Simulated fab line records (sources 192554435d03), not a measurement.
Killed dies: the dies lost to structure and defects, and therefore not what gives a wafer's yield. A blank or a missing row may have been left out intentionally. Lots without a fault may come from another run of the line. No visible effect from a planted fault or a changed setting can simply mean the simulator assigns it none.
What tool caused it? -- flow n5 finfet -- Sampling: 24 lots, 72 wafers, 6 of 1938 route steps

## WHAT THE GAUGES READ, wafer by wafer
N5_BEOL_M9_THK_MEAS_01.
lot,measured,on,M9_ILD_THK (nm)
L074,day 10 07:11,film metro-02,264 271 272
L075,day 10 08:26,film metro-02,268 266 270
L076,day 10 18:28,film metro-02,263 266 270
L077,day 10 18:34,film metro-02,269 265 272
L079,day 11 07:55,film metro-02,261 263 266
L078,day 11 08:01,film metro-02,266 271 270
L080,day 11 08:49,film metro-02,263 258 265
L081,day 12 06:32,film metro-02,266 270 273
L082,day 12 06:42,film metro-02,266 266 267
L084,day 12 12:05,film metro-02,265 268 274
L083,day 12 12:35,film metro-01,263 266 265
L085,day 13 10:05,film metro-01,264 266 269
L087,day 13 10:21,film metro-01,264 264 263
L088,day 13 11:05,film metro-02,267 265 265
L086,day 13 11:22,film metro-02,265 265 267
L089,day 13 16:16,film metro-01,266 268 268
L091,day 13 22:31,film metro-01,269 267 273
L090,day 14 08:19,film metro-02,266 273 269
L092,day 14 17:08,film metro-01,266 273 275
L093,day 14 17:20,film metro-01,260 263 269
L094,day 15 03:35,film metro-02,271 267 271
L095,day 15 11:14,film metro-01,264 270 271
L097,day 16 07:32,film metro-01,265 269 269
L096,day 16 10:31,film metro-01,266 262 258

N5_BEOL_M9_INSPECT_58: inspects for defects (darkfield).
lot,measured,on,raw defect count
L074,day 10 14:53,defect inspect-01,46 80 65
L075,day 10 15:44,defect inspect-02,152 134 136
L076,day 11 07:33,defect inspect-02,57 98 89
L077,day 11 08:13,defect inspect-01,68 56 61
L079,day 11 15:53,defect inspect-02,79 48 79
L078,day 11 15:49,defect inspect-01,78 100 87
L080,day 11 16:08,defect inspect-02,45 82 109
L081,day 12 13:05,defect inspect-02,73 58 100
L082,day 12 15:15,defect inspect-02,94 121 146
L084,day 12 21:41,defect inspect-01,59 52 57
L083,day 12 21:10,defect inspect-01,84 73 40
L085,day 13 19:14,defect inspect-01,96 88 86
L087,day 13 21:48,defect inspect-02,226 134 187
L088,day 13 21:37,defect inspect-01,104 65 97
L086,day 13 22:17,defect inspect-02,95 91 72
L089,day 14 00:01,defect inspect-01,71 45 88
L091,day 14 05:25,defect inspect-01,86 61 68
L090,day 14 14:55,defect inspect-02,98 73 65
L092,day 15 02:05,defect inspect-02,42 34 44
L093,day 15 02:54,defect inspect-02,69 57 47
L094,day 15 08:47,defect inspect-02,105 77 82
L095,day 15 21:56,defect inspect-01,112 84 111
L097,day 16 14:17,defect inspect-02,71 117 110
L096,day 16 17:35,defect inspect-01,65 45 71

N5_BEOL_M10_INSPECT_13: inspects for defects (brightfield).
lot,measured,on,raw defect count
L074,day 10 17:44,defect inspect-01,451 573 436
L075,day 10 17:56,defect inspect-02,550 588 621
L076,day 11 11:07,defect inspect-02,387 472 427
L077,day 11 11:19,defect inspect-02,521 699 572
L079,day 11 18:17,defect inspect-02,312 301 356
L078,day 11 18:06,defect inspect-02,414 430 542
L080,day 11 18:38,defect inspect-02,354 435 576
L081,day 12 15:44,defect inspect-01,272 350 458
L082,day 12 18:56,defect inspect-01,484 575 620
L084,day 13 00:07,defect inspect-01,381 339 351
L083,day 12 23:46,defect inspect-02,513 425 454
L085,day 13 20:34,defect inspect-01,318 299 441
L087,day 13 23:40,defect inspect-02,637 557 618
L088,day 13 23:42,defect inspect-01,479 354 457
L086,day 14 02:04,defect inspect-01,485 434 484
L089,day 14 02:43,defect inspect-01,437 325 563
L091,day 14 08:11,defect inspect-01,404 407 377
L090,day 14 16:14,defect inspect-02,516 663 575
L092,day 15 04:05,defect inspect-02,346 342 451
L093,day 15 04:25,defect inspect-02,397 371 420
L094,day 15 12:14,defect inspect-02,592 527 409
L095,day 15 23:20,defect inspect-01,455 474 424
L097,day 16 17:10,defect inspect-02,801 855 640
L096,day 16 20:43,defect inspect-02,279 272 320

## TOOL THAT RAN EACH LOT (tool first, then ch and the chambers of the sampled wafers, then the start)
lot,N5_BEOL_M9_ILD_DEP_00,N5_BEOL_M9_STRIP_36,N5_BEOL_M9_CURE_72
L074,"pecvd-04 ch 0,2, day 10 06:04","rie diel-04 ch 1,2, day 10 12:01","uv cure-01 ch 1, day 10 12:25"
L075,"pecvd-01 ch 0,1, day 10 07:50","rie diel-06 ch 0,3, day 10 12:44","uv cure-03 ch 2, day 10 13:19"
L076,"pecvd-01 ch 0,1, day 10 17:53","rie diel-04 ch 2,3, day 11 04:06","uv cure-02 ch 2, day 11 04:35"
L077,"pecvd-04 ch 1,2, day 10 17:59","rie diel-06 ch 0,2,3, day 11 04:08","uv cure-03 ch 1, day 11 04:57"
L079,"pecvd-01 ch 0,2, day 11 07:20","rie diel-02 ch 0,1, day 11 12:22","uv cure-03 ch 0, day 11 12:57"
L078,"pecvd-04 ch 0,1, day 11 07:25","rie diel-06 ch 0,3, day 11 12:24","uv cure-01 ch 0, day 11 12:51"
L080,"pecvd-01 ch 0,1,2, day 11 08:14","rie diel-02 ch 0,1, day 11 12:59","uv cure-01 ch 1, day 11 13:29"
L081,"pecvd-04 ch 0,1,2, day 12 05:57","rie diel-06 ch 1,2,3, day 12 10:27","uv cure-03 ch 0, day 12 10:55"
L082,"pecvd-01 ch 0,2, day 12 06:01","rie diel-02 ch 0,1,3, day 12 10:48","uv cure-01 ch 0, day 12 11:19"
L084,"pecvd-04 ch 0,1,2, day 12 11:10","rie diel-04 ch 0,1, day 12 18:03","uv cure-02 ch 1, day 12 18:58"
L083,"pecvd-01 ch 1,2, day 12 11:59","rie diel-06 ch 0,2, day 12 17:59","uv cure-02 ch 1, day 12 18:43"
L085,"pecvd-01 ch 0,2, day 13 09:30","rie diel-06 ch 0,3, day 13 15:07","uv cure-02 ch 1, day 13 15:37"
L087,"pecvd-01 ch 0,1, day 13 09:46","rie diel-06 ch 1,3, day 13 19:17","uv cure-02 ch 1, day 13 19:44"
L088,"pecvd-01 ch 1,2, day 13 10:30","rie diel-02 ch 1,3, day 13 19:04","uv cure-01 ch 2, day 13 19:32"
L086,"pecvd-04 ch 1,2, day 13 10:46","rie diel-06 ch 0,2,3, day 13 19:43","uv cure-02 ch 2, day 13 20:07"
L089,"pecvd-04 ch 0,1, day 13 15:41","rie diel-04 ch 0,2, day 13 20:53","uv cure-01 ch 0, day 13 21:20"
L091,"pecvd-04 ch 0,1, day 13 21:56","rie diel-06 ch 0,1, day 14 02:40","uv cure-03 ch 0, day 14 03:10"
L090,"pecvd-04 ch 0,1,2, day 14 07:43","rie diel-04 ch 0,1,2, day 14 12:12","uv cure-03 ch 0, day 14 12:37"
L092,"pecvd-04 ch 0,1, day 14 16:32","rie diel-02 ch 2,3, day 14 22:54","uv cure-03 ch 2, day 14 23:25"
L093,"pecvd-03 ch 1,2, day 14 16:44","rie diel-04 ch 1,2,3, day 14 23:12","uv cure-02 ch 2, day 14 23:43"
L094,"pecvd-01 ch 0,1,2, day 15 03:01","rie diel-02 ch 0,3, day 15 06:06","uv cure-01 ch 0, day 15 06:40"
L095,"pecvd-04 ch 1,2, day 15 10:39","rie diel-02 ch 1,2, day 15 17:52","uv cure-02 ch 0, day 15 18:29"
L097,"pecvd-04 ch 0,1,2, day 16 06:28","rie diel-04 ch 0,1,2, day 16 11:17","uv cure-02 ch 2, day 16 11:41"
L096,"pecvd-03 ch 0,1,2, day 16 09:55","rie diel-04 ch 0,1,2, day 16 13:32","uv cure-01 ch 1, day 16 13:57"
- N5_BEOL_M9_ILD_DEP_00: deposits SiCOH lowk from DEMS/porogen, target thk 308.51 nm, time 58 s.
- N5_BEOL_M9_STRIP_36: strips in N2/H2.
- N5_BEOL_M9_CURE_72: cures SiCOH lowk, time 120 s.

## AS READ BY THE TOOLS THEMSELVES (means over the sampled wafers that have a number; for cases with no such wafer, the mark the record gives instead)
N5_BEOL_M9_ILD_DEP_00.
lot,tool,heater power w (W),rf fwd power W (W),showerhead plenum p Torr (Torr),throttle valve pct (%)
L074,pecvd-04,296,496.4,5.739,13.1
L075,pecvd-01,343,498.5,5.731,13.7
L076,pecvd-01,361,497.4,5.731,13.6
L077,pecvd-04,321,494.6,5.757,13.1
L079,pecvd-01,301,494.7,5.726,12.6
L078,pecvd-04,371,495.9,5.730,13.3
L080,pecvd-01,323,498.3,5.738,13.5
L081,pecvd-04,341,496.0,5.728,13.3
L082,pecvd-01,318,496.3,5.732,12.6
L084,pecvd-04,335,495.4,5.738,13.1
L083,pecvd-01,259,496.1,5.728,13.3
L085,pecvd-01,319,498.5,5.732,12.6
L087,pecvd-01,326,497.6,5.727,14.1
L088,pecvd-01,278,494.1,5.729,13.2
L086,pecvd-04,280,495.0,5.744,13.1
L089,pecvd-04,320,495.7,5.741,13.1
L091,pecvd-04,329,496.0,5.725,13.0
L090,pecvd-04,327,498.1,5.747,13.1
L092,pecvd-04,357,495.9,5.746,13.2
L093,pecvd-03,338,496.9,5.738,13.4
L094,pecvd-01,310,496.1,5.732,13.5
L095,pecvd-04,316,496.0,5.745,13.0
L097,pecvd-04,338,496.5,5.737,13.2
L096,pecvd-03,372,497.1,5.737,13.8

N5_BEOL_M9_STRIP_36.
lot,tool,drypump motor current A (A),oes product au (a.u.),rf vpp V (V),showerhead plenum p Torr (Torr),throttle valve pct (%)
L074,rie diel-04,6.3,0.72,58.9,2.60,24.0
L075,rie diel-06,5.3,0.79,58.4,2.45,24.1
L076,rie diel-04,5.6,0.69,59.1,2.64,24.0
L077,rie diel-06,5.1,0.81,60.7,2.50,23.9
L079,rie diel-02,5.9,0.79,60.2,2.46,23.5
L078,rie diel-06,5.4,0.78,58.9,2.45,24.1
L080,rie diel-02,5.9,0.80,57.6,2.46,23.5
L081,rie diel-06,5.1,0.84,58.9,2.58,23.7
L082,rie diel-02,5.7,0.77,60.0,2.45,23.7
L084,rie diel-04,6.2,0.80,57.1,2.52,23.4
L083,rie diel-06,5.0,0.86,60.1,2.55,23.7
L085,rie diel-06,5.4,0.77,57.3,2.44,24.2
L087,rie diel-06,5.2,0.84,59.1,2.62,23.8
L088,rie diel-02,5.6,0.78,56.9,2.43,23.5
L086,rie diel-06,5.1,0.78,58.7,2.49,23.9
L089,rie diel-04,5.9,0.94,58.5,2.58,24.0
L091,rie diel-06,5.2,0.87,59.6,2.63,23.7
L090,rie diel-04,6.1,0.85,60.6,2.54,23.7
L092,rie diel-02,5.5,0.86,58.1,2.48,23.6
L093,rie diel-04,6.0,0.79,58.9,2.59,23.6
L094,rie diel-02,5.3,0.73,59.0,2.43,24.0
L095,rie diel-02,5.8,0.87,59.3,2.48,23.4
L097,rie diel-04,6.1,0.83,59.9,2.54,23.7
L096,rie diel-04,6.1,0.82,57.7,2.54,23.7

N5_BEOL_M9_CURE_72.
lot,tool,lamp power pct (%),wafer_temp_C_max
L074,uv cure-01,52.29,371.4
L075,uv cure-03,52.28,371.1
L076,uv cure-02,52.27,372.8
L077,uv cure-03,52.31,371.6
L079,uv cure-03,52.30,371.8
L078,uv cure-01,52.29,372.1
L080,uv cure-01,52.36,371.3
L081,uv cure-03,52.35,372.3
L082,uv cure-01,52.31,372.1
L084,uv cure-02,52.32,372.1
L083,uv cure-02,52.35,371.8
L085,uv cure-02,52.30,372.1
L087,uv cure-02,52.34,371.7
L088,uv cure-01,52.31,372.4
L086,uv cure-02,52.29,373.1
L089,uv cure-01,52.36,371.8
L091,uv cure-03,52.30,371.8
L090,uv cure-03,52.30,371.8
L092,uv cure-03,52.37,371.0
L093,uv cure-02,52.28,373.3
L094,uv cure-01,52.32,372.4
L095,uv cure-02,52.30,371.0
L097,uv cure-02,52.30,373.1
L096,uv cure-01,52.40,371.6

## THE ANSWER, worked out from the rows above alone
Rule: what is usual is taken from the lots themselves. Put in order of their means at a reading, lots are off if they are a third of the lots or fewer, leave a main group of 4 or more, and stand apart from it by a gap of 3 or more times the standard deviation of the main group's means; of several such gaps the widest counts. If all means in a main group match to the digits the tables above print for the reading, that group is not used. Also off: a lot with no number at a reading for which 4 or more lots have one. Where the step has rows for the other lots, those lots are counted as sound. Order of review: gauges by route order, followed by the tools' own readings, for which a lot's mean as printed above is used. At the first step where some lot is off, the reading lying furthest off is the one used; lots without a number count as furthest.
No lot is off on any of the readings shown, so nothing can be concluded from this.

## WHAT THE SIMULATOR HAD PUT IN
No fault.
